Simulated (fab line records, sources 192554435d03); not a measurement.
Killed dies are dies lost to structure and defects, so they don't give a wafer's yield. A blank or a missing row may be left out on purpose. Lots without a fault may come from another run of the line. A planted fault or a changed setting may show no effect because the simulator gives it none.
Split-lot experiment | flow n5_finfet | 7 lots, 39 wafers read, on a route of 1938 steps

THE SPLIT
At N5_FIN_SAQP_HM_DEP_03 (deposits SiNx from SiH4/NH3/N2, target thk 38 nm, time 33.6 s), the setting target_thk_a was moved away from the recipe's 380 angstrom on 18 of the 39 wafers read, by -12.9% to +5.0%. The other wafers ran this setting at the recipe's value.

FROM THE SPLIT TO THE READING: what the file shows between them, 5 steps
- N5_FIN_SAQP_THK_MEAS_05
- N5_FIN_SAQP_SPACER2_ALD_28: deposits SiO2, target thk 8.1 nm, pulse time 1 s, purge time 2 s (also split here: temp_c)
- N5_FIN_SAQP_SPACER2_ETCHBACK_29: etches SiO2 in CHF3/O2, target depth 12.2 nm, time 6.1 s
- N5_FIN_SAQP_MANDREL2_REMOVE_60: chemistry HBr/Cl2/O2, target a-Si, stops on SiNx, bt time 10 s
- N5_FIN_SAQP_HM_OPEN_33: chemistry CH3F/O2, target SiNx, target depth 49.4 nm, time 70.6 s

THE READING
SiNx_of_FIN_SAQP_HM_DEP_03.thk_nm (the simulator's own value, which no gauge read), in nm, at N5_FIN_SAQP_ETCH_34 (etches SiO2 in C4F6/O2, target depth 45 nm, time 15 s). The file gives no usual value for it. The 21 wafers here that ran the recipe average 34.2 nm, standard deviation 0.43 nm.

wafer  | tool, chamber at the split | target_thk_a as run, angstrom | against the recipe | SiNx_of_FIN_SAQP_HM_DEP_03.thk_nm, nm | against lot-mates on the recipe
L074.1 | pecvd-02, 2                | 380                           | recipe             | 34.2                                  | -
L074.5 | pecvd-02, 0                | 380                           | recipe             | 34.4                                  | -
L074.6 | pecvd-02, 2                | 380                           | recipe             | 34.8                                  | -
L077.1 | pecvd-01, 1                | 332.7                         | -12.4%             | 30                                    | -4.1
L077.2 | pecvd-01, 2                | 380                           | recipe             | 34.2                                  | -
L077.3 | pecvd-01, 0                | 380                           | recipe             | 33.6                                  | -
L077.4 | pecvd-01, 2                | 332.7                         | -12.4%             | 28.8                                  | -5.3
L077.5 | pecvd-01, 1                | 332.7                         | -12.4%             | 30.2                                  | -3.9
L077.6 | pecvd-01, 0                | 380                           | recipe             | 34.6                                  | -
L078.1 | pecvd-02, 2                | 330.8                         | -12.9%             | 28.2                                  | -5.4
L078.2 | pecvd-02, 1                | 380                           | recipe             | 33.4                                  | -
L078.3 | pecvd-02, 0                | 330.8                         | -12.9%             | 28.4                                  | -5.2
L078.4 | pecvd-02, 2                | 380                           | recipe             | 33.8                                  | -
L078.5 | pecvd-02, 0                | 330.8                         | -12.9%             | 29                                    | -4.6
L078.6 | pecvd-02, 1                | 380                           | recipe             | 33.6                                  | -
L084.1 | pecvd-01, 0                | 346.4                         | -8.8%              | 30.2                                  | -3.9
L084.2 | pecvd-01, 2                | 380                           | recipe             | 33.8                                  | -
L084.3 | pecvd-01, 1                | 346.4                         | -8.8%              | 30.6                                  | -3.5
L084.4 | pecvd-01, 2                | 380                           | recipe             | 34.6                                  | -
L084.5 | pecvd-01, 0                | 380                           | recipe             | 34                                    | -
L084.6 | pecvd-01, 1                | 346.4                         | -8.8%              | 31.4                                  | -2.7
L086.1 | pecvd-01, 2                | 399                           | +5.0%              | 35.6                                  | +0.9
L086.2 | pecvd-01, 1                | 380                           | recipe             | 34.4                                  | -
L086.5 | pecvd-01, 2                | 380                           | recipe             | 34.4                                  | -
L086.3 | pecvd-01, 0                | 399                           | +5.0%              | 35.8                                  | +1.1
L086.4 | pecvd-01, 0                | 380                           | recipe             | 35.2                                  | -
L086.6 | pecvd-01, 1                | 399                           | +5.0%              | 37                                    | +2.3
L089.1 | pecvd-04, 0                | 380                           | recipe             | 33.8                                  | -
L089.2 | pecvd-04, 2                | 393.9                         | +3.7%              | 35                                    | +0.9
L089.3 | pecvd-04, 1                | 380                           | recipe             | 34.4                                  | -
L089.4 | pecvd-04, 1                | 393.9                         | +3.7%              | 36.6                                  | +2.5
L089.5 | pecvd-04, 2                | 380                           | recipe             | 34                                    | -
L089.6 | pecvd-04, 0                | 393.9                         | +3.7%              | 35.4                                  | +1.3
L095.1 | pecvd-04, 1                | 336.6                         | -11.4%             | 30.2                                  | -4.1
L095.2 | pecvd-04, 0                | 380                           | recipe             | 34.4                                  | -
L095.6 | pecvd-04, 2                | 380                           | recipe             | 34.4                                  | -
L095.3 | pecvd-04, 2                | 380                           | recipe             | 34                                    | -
L095.4 | pecvd-04, 1                | 336.6                         | -11.4%             | 30.8                                  | -3.5
L095.5 | pecvd-04, 0                | 336.6                         | -11.4%             | 30.6                                  | -3.7

THE FIT
A straight line over all 39 wafers: SiNx_of_FIN_SAQP_HM_DEP_03.thk_nm changes by +0.382 nm for each +1% of target_thk_a; r = +0.97; the points scatter about the line by 0.57 nm.
The same after taking each lot's own level away (the mean of its wafers on the recipe; 39 wafers): +0.363 nm for each +1%; r = +0.98; scatter 0.48 nm.
On that fit, the largest move of target_thk_a shifts the reading by 4.7 nm.
The lots' own levels span 33.60 to 34.67 nm, that is 2.5 times the standard deviation above.
So the lot-to-lot level changes the slope little: the two slopes agree.
Check: with one of the wafers moved furthest among these (-12.9%) left out of the fit, the line predicts -4.63 nm for it against its lot-mates. It came out at -5.4 nm against them.

OTHER SPLITS ON THESE WAFERS
These wafers also went through other splits before the reading. Each is held against what the fit with the lots' levels taken away leaves over:
other split on the same wafers    | wafers away from the commonest value | r with SiNx_of_FIN_SAQP_HM_DEP_03.thk_nm (lot level and that fit taken away)
N5_FIN_SAQP_ALD_61 temp_c         | 15                                   | +0.13
N5_FIN_SAQP_SPACER2_ALD_28 temp_c | 15                                   | -0.19

THE WHOLE CHAIN: every reading that the file lists as answering this split, in the file's order
step                    | what it does                                                      | reading                                                                            | change (the file's fit)               | r (the file's)
N5_FIN_SAQP_HM_DEP_03   | deposits SiNx from SiH4/NH3/N2, target thk 38 nm, time 33.6 s     | SiNx_of_FIN_SAQP_HM_DEP_03.thk_nm (the simulator's own value, which no gauge read) | +0.366 nm for each +1% of the setting | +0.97
N5_FIN_SAQP_THK_MEAS_05 |                                                                   | thk_nm                                                                             | withheld for each +1% of the setting  | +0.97
N5_FIN_SAQP_HM_OPEN_33  | chemistry CH3F/O2, target SiNx, target depth 49.4 nm, time 70.6 s | etch_rf_on_time_s                                                                  | withheld for each +1% of the setting  | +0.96
N5_FIN_SAQP_HM_OPEN_33  | chemistry CH3F/O2, target SiNx, target depth 49.4 nm, time 70.6 s | etch.depth_nm (the simulator's own value, which no gauge read)                     | +0.369 nm for each +1% of the setting | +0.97
N5_FIN_SAQP_ETCH_34     | etches SiO2 in C4F6/O2, target depth 45 nm, time 15 s             | SiNx_of_FIN_SAQP_HM_DEP_03.thk_nm (the simulator's own value, which no gauge read) | +0.364 nm for each +1% of the setting | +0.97

THE FILE'S OWN FIT
SiNx_of_FIN_SAQP_HM_DEP_03.thk_nm changes by +0.364 nm for each +1% of target_thk_a, r = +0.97.
